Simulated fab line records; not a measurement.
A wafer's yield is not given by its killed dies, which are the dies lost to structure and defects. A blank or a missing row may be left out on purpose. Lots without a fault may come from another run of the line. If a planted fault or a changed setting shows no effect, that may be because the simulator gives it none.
fab line records    flow n5Finfet
record lots=7  wafers=39
route steps=1938 shown FIN_SAQP@143 GATE_CUT@466 MOL_CONTACT_COAG@532
startH: the number of hours between the record's first day and the start of the first shown wafer of the lot    waitH: hours since the lot's step before    " repeats the value in the row above    L1.1+2: several wafers, shown together as one row    - value missing, or start not given    * or withheld: withheld    < > ~ a bound
route shown NAME@n: names a module that has steps shown in the file, with the first one's number in the route    usual: mean/standard deviation taken from wafers without a fault    same: alike in all rows    chamber/n: place in a boat    sites: per-site readings    _std_site: standard deviation across them    _edge_site: the outer-site mean with the inner-site mean subtracted    radiusMm: for every site, how far away it sits from the centre of the wafer    mask NAME#n: copy n    behind: tool/chamber where the wafer was last shaped    hold: the reason the lot was held/the length of the hold in hours/how it ended    device: the transistor (n, p or np) that didn't switch    end of line: the tests these same wafers got at the end of their route    for a step that has no rows: nothing shown but its recipe    killed: dies that structure and defects cost at the first sort, which is not the same as the wafer's yield    map: a wafer's dies, x killed, . not, _ none there
set.NAME: the setting that was run; set.NAME@STEP: the one run at that earlier step    model.NAME: the simulator's own value behind a step, which no gauge read
lots whose settings were changed on purpose; a table a step, a row a wafer
## steps
# step N5_FIN_SAQP_ETCH_34
# recipe chemistry=C4F6/O2  target=SiO2  targetDepthA=450  timeS=15  ionEnergyEv=250  pressureMtorr=30  sourceW=345  biasW=185  Ar_flow_sccm=300  C4F6_flow_sccm=10  O2_flow_sccm=10  ends=cleared
# usual etchRfOnTimeS=14.88/0.19  rfVppV=665/4.9
lot.wafer  tool        chamber  startH  waitH  set.sourceW  etchRfOnTimeS  rfVppV
L079.1     rieDiel-06  3        57.66   0.0    404.2        14.23          608
L079.2     "           2        "       "      404.2        14.00          606
L079.3     "           0        "       "      345          14.83          666
L079.4     "           1        "       "      345          15.05          666
L079.5     "           0        "       "      345          14.96          665
L079.6     "           1        "       "      404.2        14.07          615
L081.1     rieDiel-02  3        67.89   0.0    345          14.78          667
L081.2     "           0        "       "      398.4        13.86          625
L081.3     "           1        "       "      398.4        14.39          616
L081.4     "           1        "       "      345          15.24          664
L081.5     "           3        "       "      398.4        14.02          622
L081.6     "           0        "       "      345          14.76          675
L083.3     rieDiel-06  3        81.81   0.0    345          14.99          657
L083.4     "           2        "       "      345          15.10          657
L083.5     "           1        "       "      345          15.04          666
L085.1     rieDiel-06  3        93.94   0.0    401          14.21          609
L085.2     "           2        "       "      401          14.22          611
L085.3     "           1        "       "      345          15.05          666
L085.4     "           2        "       "      345          15.01          657
L085.5     "           1        "       "      401          14.32          618
L085.6     "           3        "       "      345          15.16          657
L087.1     rieDiel-02  0        104.32  0.0    345          14.57          674
L087.2     "           2        "       "      345          14.66          663
L087.3     "           3        "       "      345          14.81          668
L087.4     "           1        "       "      345          15.21          663
L087.5     "           2        "       "      345          14.39          663
L087.6     "           3        "       "      345          14.70          667
L092.1     rieDiel-02  2        136.36  0.0    345          14.63          665
L092.2     "           3        "       "      345          14.92          666
L092.3     "           0        "       "      345          14.74          674
L092.4     "           1        "       "      345          14.79          663
L092.5     "           3        "       "      345          14.83          666
L092.6     "           2        "       "      345          14.74          664
L093.1     rieDiel-02  0        141.46  0.0    345          14.64          673
L093.2     "           2        "       "      375.4        14.17          635
L093.3     "           1        "       "      345          14.86          662
L093.4     "           3        "       "      345          14.74          667
L093.5     "           3        "       "      375.4        14.31          639
L093.6     "           2        "       "      375.4        14.12          635
# step N5_FIN_SAQP_FIN_ETCH_36
# recipe chemistry=HBr/Cl2/O2  targetDepthA=1200  maskMaterial=SiNx  timeS=50.4  biasW=102  pressureMtorr=10  icpW=800  HBr_flow_sccm=150  Cl2_flow_sccm=80  O2_flow_sccm=12
lot.wafer  tool      chamber  startH  waitH  set.biasW  model.FIN_SAQP.featureDepthNm  model.etch.depthNm
L079.1     rieSi-01  1        57.88   0.0    114.9      124.2                          124.1
L079.2     "         3        "       "      102        120.2                          120.2
L079.3     "         0        "       "      102        120.2                          120.3
L079.4     "         2        "       "      102        119.8                          119.9
L079.5     "         1        "       "      114.9      123.6                          123.5
L079.6     "         0        "       "      114.9      124.6                          124.5
L081.1     rieSi-01  3        68.11   0.0    102        120.2                          120.2
L081.2     "         2        "       "      102        119.8                          119.9
L081.3     "         1        "       "      102        120.8                          120.9
L081.4     "         0        "       "      102        120                            120.1
L081.5+6   "         1,2      "       "      102        120.4                          120.4
L083.3     rieSi-03  3        82.02   0.0    102        118.8                          118.9
L083.4     "         1        "       "      102        119.6                          119.5
L083.5     "         0        "       "      102        120.6                          120.6
L085.1     rieSi-06  3        94.15   0.0    88.51      116.6                          116.7
L085.2     "         2        "       "      102        122.6                          122.6
L085.3     "         0        "       "      102        121.2                          121.2
L085.4     "         1        "       "      88.51      117                            117
L085.5     "         1        "       "      102        120.2                          120.2
L085.6     "         0        "       "      88.51      117                            117.1
L087.1     rieSi-06  1        104.53  0.0    102        120                            120
L087.2     "         2        "       "      102        122                            122
L087.3     "         3        "       "      102        120                            119.9
L087.4     "         0        "       "      102        120.8                          120.9
L087.5     "         2        "       "      102        121.8                          121.8
L087.6     "         3        "       "      102        120.4                          120.3
L092.1     rieSi-03  0        136.58  0.0    121.4      126                            125.9
L092.2     "         1        "       "      102        119                            119
L092.3     "         3        "       "      102        121.2                          121.1
L092.4     "         1        "       "      121.4      125                            124.9
L092.5     "         3        "       "      102        119.4                          119.4
L092.6     "         0        "       "      121.4      125.8                          125.9
L093.1     rieSi-03  0        141.68  0.0    102        120.4                          120.4
L093.2     "         3        "       "      108.2      121.4                          121.5
L093.3     "         1        "       "      102        118.2                          118.2
L093.4     "         0        "       "      108.2      121.6                          121.7
L093.5     "         1        "       "      102        118.8                          118.7
L093.6     "         3        "       "      108.2      120.6                          120.7
# step N5_FIN_SAQP_PRECLEAN_38
# recipe chemistry=O3/DIW  timeS=45  tempC=22  o3Ppm=10
# step N5_FIN_SAQP_PRECLEAN_45
# recipe chemistry=dHF  timeS=10  dilution=500:1  tempC=25
# step N5_FIN_SAQP_SRD_39
# recipe dry=ipaMarangoni  timeS=30  tempC=23  rinseLiquid=diw
# step N5_FIN_SAQP_OCD_MEAS_76
# usual trenchDepthNm=119.9/1
lot.wafer  tool    chamber  startH  waitH  set.biasW@FIN_SAQP_FIN_ETCH_36  trenchDepthNm
L079.1     ocd-02  -        58.09   0.0    114.9                           124.0
L079.2     "       -        "       "      102                             120.8
L079.3     "       -        "       "      102                             120.8
L079.4     "       -        "       "      102                             119.9
L079.5     "       -        "       "      114.9                           123.8
L079.6     "       -        "       "      114.9                           124.4
L081.1     ocd-02  -        68.33   0.0    102                             120.2
L081.2     "       -        "       "      102                             119.8
L081.3     "       -        "       "      102                             120.6
L081.4     "       -        "       "      102                             120.4
L081.5     "       -        "       "      102                             120.1
L081.6     "       -        "       "      102                             120.4
L083.3     ocd-01  -        82.24   0.0    102                             118.8
L083.4     "       -        "       "      102                             118.8
L083.5     "       -        "       "      102                             120.5
L085.1     ocd-01  -        94.37   0.0    88.51                           116.7
L085.2     "       -        "       "      102                             122.4
L085.3     "       -        "       "      102                             121.3
L085.4     "       -        "       "      88.51                           117.0
L085.5     "       -        "       "      102                             120.1
L085.6     "       -        "       "      88.51                           117.2
L087.1     ocd-01  -        104.75  0.0    102                             120.0
L087.2     "       -        "       "      102                             121.8
L087.3     "       -        "       "      102                             119.7
L087.4     "       -        "       "      102                             120.8
L087.5     "       -        "       "      102                             121.9
L087.6     "       -        "       "      102                             120.4
L092.1     ocd-01  -        136.83  0.0    121.4                           126.3
L092.2     "       -        "       "      102                             119.2
L092.3     "       -        "       "      102                             121.2
L092.4     "       -        "       "      121.4                           124.8
L092.5     "       -        "       "      102                             119.4
L092.6     "       -        "       "      121.4                           125.7
L093.1     ocd-02  -        141.90  0.0    102                             120.2
L093.2     "       -        "       "      108.2                           121.3
L093.3     "       -        "       "      102                             118.2
L093.4     "       -        "       "      108.2                           121.9
L093.5     "       -        "       "      102                             118.6
L093.6     "       -        "       "      108.2                           120.3
# step N5_GATE_CUT_ETCH_56
# recipe chemistry=Cl2/Ar  target=TiN  targetDepthA=216  pressureMtorr=10  icpW=600  biasW=60  Cl2_flow_sccm=40  Ar_flow_sccm=60
lot.wafer  tool         chamber  startH  waitH  set.targetDepthA  model.etch.depthNm
L079.1     rieMetal-01  0        110.86  0.1    228.6             22.98
L079.2     "            1        "       "      216               22.54
L079.3     "            1        "       "      216               22.34
L079.4     "            0        "       "      228.6             22.9
L079.5     "            0        "       "      216               21.78
L079.6     "            1        "       "      228.6             23.69
L081.1     rieMetal-01  0        124.22  0.1    216               21.68
L081.2     "            1        "       "      189.1             19.6
L081.3     "            0        "       "      216               21.67
L081.4     "            1        "       "      189.1             19.63
L081.5     "            0        "       "      189.1             19.08
L081.6     "            1        "       "      216               22.64
L083.3     rieMetal-02  0        134.42  0.1    216               21.79
L083.4     "            1        "       "      216               21.86
L083.5     "            1        "       "      216               21.77
L085.1     rieMetal-02  1        155.61  0.1    216               22.14
L085.2     "            0        "       "      216               21.67
L085.3     "            0        "       "      216               21.68
L085.4     "            1        "       "      216               22.09
L085.5     "            1        "       "      216               21.97
L085.6     "            0        "       "      216               21.69
L087.1     rieMetal-03  0        158.52  0.2    199.7             20.01
L087.2     "            0        "       "      199.7             20.05
L087.3     "            0        "       "      199.7             20.08
L087.4     "            0        "       "      216               21.78
L087.5     "            0        "       "      216               21.7
L087.6     "            0        "       "      216               21.76
L092.1     rieMetal-02  1        187.85  0.1    216               22.04
L092.2     "            0        "       "      216               21.71
L092.3     "            1        "       "      216               21.98
L092.4     "            0        "       "      216               22.02
L092.5     "            0        "       "      216               21.74
L092.6     "            1        "       "      216               22.13
L093.1     rieMetal-01  0        194.70  0.1    216               21.35
L093.2     "            1        "       "      216               22.08
L093.3     "            0        "       "      216               21.24
L093.4     "            1        "       "      216               22.12
L093.5     "            0        "       "      216               21.47
L093.6     "            1        "       "      216               22.04
# step N5_MOL_CONTACT_COAG_ETCH_106
# recipe chemistry=N2/H2  target=SOC  targetDepthA=800  overetchA=160  maskMaterial=SiARC  tempC=40  timeS=120  ionEnergyEv=200  pressureMtorr=30  sourceW=840  biasW=150  n2FlowSccm=200  h2FlowSccm=200
lot.wafer   tool        chamber  startH  waitH  set.targetDepthA  model.SiARC_of_MOL_CONTACT_COAG_COAT_104.thkNm
L079.1+3+6  rieDiel-01  1,2,1    118.68  0.0    883.2             5.8
L079.2+5    "           0,2      "       "      800               6.2
L079.4      "           0        "       "      800               6.4
L081.1+5+6  rieDiel-01  1,0,1    132.02  0.0    737.9             6.8
L081.2+3+4  "           2,0,2    "       "      800               6.4
L083.3+4+5  rieDiel-02  1,3,3    142.38  0.0    800               6.2
L085.1+2    rieDiel-02  0,3      163.37  0.0    800               6.2
L085.3+5    "           2,0      "       "      766.8             6.4
L085.4      "           1        "       "      800               6.4
L085.6      "           3        "       "      766.8             6.6
L087.1+5    rieDiel-01  1,2      166.49  0.0    772.8             6.4
L087.2+3+6  "           2,3,3    "       "      800               6.2
L087.4      "           1        "       "      772.8             6.6
L092.1+3+6  rieDiel-02  1,3,1    195.62  0.0    800               6.4
L092.2+4+5  "           0,2,0    "       "      800               6.2
L093.1      rieDiel-01  1        202.28  0.0    800               6.4
L093.2      "           2        "       "      773.1             6.6
L093.3+4    "           3,0      "       "      800               6.2
L093.5+6    "           0,3      "       "      773.1             6.4
## key
split step=N5_FIN_SAQP_ETCH_34  setting=sourceW  stated=345  by=wafer
response step=N5_FIN_SAQP_ETCH_34  reading=etchRfOnTimeS  change=*  per=1%  r=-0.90
response step=N5_FIN_SAQP_ETCH_34  reading=rfVppV  change=-3.13  per=1%  r=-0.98
split step=N5_FIN_SAQP_FIN_ETCH_36  setting=biasW  stated=102  by=wafer
response step=N5_FIN_SAQP_FIN_ETCH_36  reading=model.FIN_SAQP.featureDepthNm  change=+0.316  per=1%  r=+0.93
response step=N5_FIN_SAQP_FIN_ETCH_36  reading=model.etch.depthNm  change=+0.315  per=1%  r=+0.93
response step=N5_FIN_SAQP_OCD_MEAS_76  reading=trenchDepthNm  change=+0.304  per=1%  r=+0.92
split step=N5_GATE_CUT_ETCH_56  setting=targetDepthA  stated=216  by=wafer
response step=N5_GATE_CUT_ETCH_56  reading=model.etch.depthNm  change=+0.204  per=1%  r=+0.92
split step=N5_MOL_CONTACT_COAG_ETCH_106  setting=targetDepthA  stated=800  by=wafer
response step=N5_MOL_CONTACT_COAG_ETCH_106  reading=model.SiARC_of_MOL_CONTACT_COAG_COAT_104.thkNm  change=-0.0497  per=1%  r=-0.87
